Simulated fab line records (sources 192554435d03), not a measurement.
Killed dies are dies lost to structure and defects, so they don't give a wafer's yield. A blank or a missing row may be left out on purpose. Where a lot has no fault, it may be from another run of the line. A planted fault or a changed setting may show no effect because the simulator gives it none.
Which tool did it? / flow n5_finfet / 30 wafers sampled from 10 lots at 1 step of a route of 1938

## WHAT THE GAUGES SHOWED, per wafer
N5_BEOL_M4_RC_MEAS_101.
lot=L811; measured=day 8 05:33; on=prober-01; DIBL_N (mV/V)=35.3 37.3 34.9
lot=L812; measured=day 8 10:10; on=prober-02; DIBL_N (mV/V)=36.3 35.5 37.9
lot=L818; measured=day 9 14:26; on=prober-02; DIBL_N (mV/V)=36.2 36.6 36.2
lot=L821; measured=day 10 18:02; on=prober-01; DIBL_N (mV/V)=36.5 35.9 35.5
lot=L822; measured=day 10 21:08; on=prober-02; DIBL_N (mV/V)=37.0 37.3 37.2
lot=L824; measured=day 11 11:57; on=prober-01; DIBL_N (mV/V)=36.6 36.8 36.1
lot=L827; measured=day 12 04:47; on=prober-02; DIBL_N (mV/V)=35.6 36.8 36.5
lot=L829; measured=day 12 17:07; on=prober-02; DIBL_N (mV/V)=37.5 35.4 35.9
lot=L830; measured=day 12 23:17; on=prober-01; DIBL_N (mV/V)=35.8 34.6 35.3
lot=L833; measured=day 13 18:34; on=prober-02; DIBL_N (mV/V)=36.6 37.6 36.7

## WHAT TOOL EACH LOT RAN ON (gives the tool, then ch and the chambers of the sampled wafers, and finally the start)
Record: no process step prior to these readings.

## THE ANSWER, worked out from the rows above alone
Rule: the usual values come from the lots themselves. The widest of any qualifying gaps counts: lots, ordered by their means at a reading, are off when they make up no more than a third of the lots, leave a main group of 4 or more, and stand apart from it by 3 or more times the standard deviation of that group's means. Not used: any main group whose means are identical at the precision the tables above print for the reading. A lot without any number at a reading at which 4 lots or more have one is off too. All remaining lots with rows at the step are treated as sound.
No lot is off on any of the readings shown, so nothing can be concluded from this.

## WHAT THE SIMULATOR HAD PUT IN
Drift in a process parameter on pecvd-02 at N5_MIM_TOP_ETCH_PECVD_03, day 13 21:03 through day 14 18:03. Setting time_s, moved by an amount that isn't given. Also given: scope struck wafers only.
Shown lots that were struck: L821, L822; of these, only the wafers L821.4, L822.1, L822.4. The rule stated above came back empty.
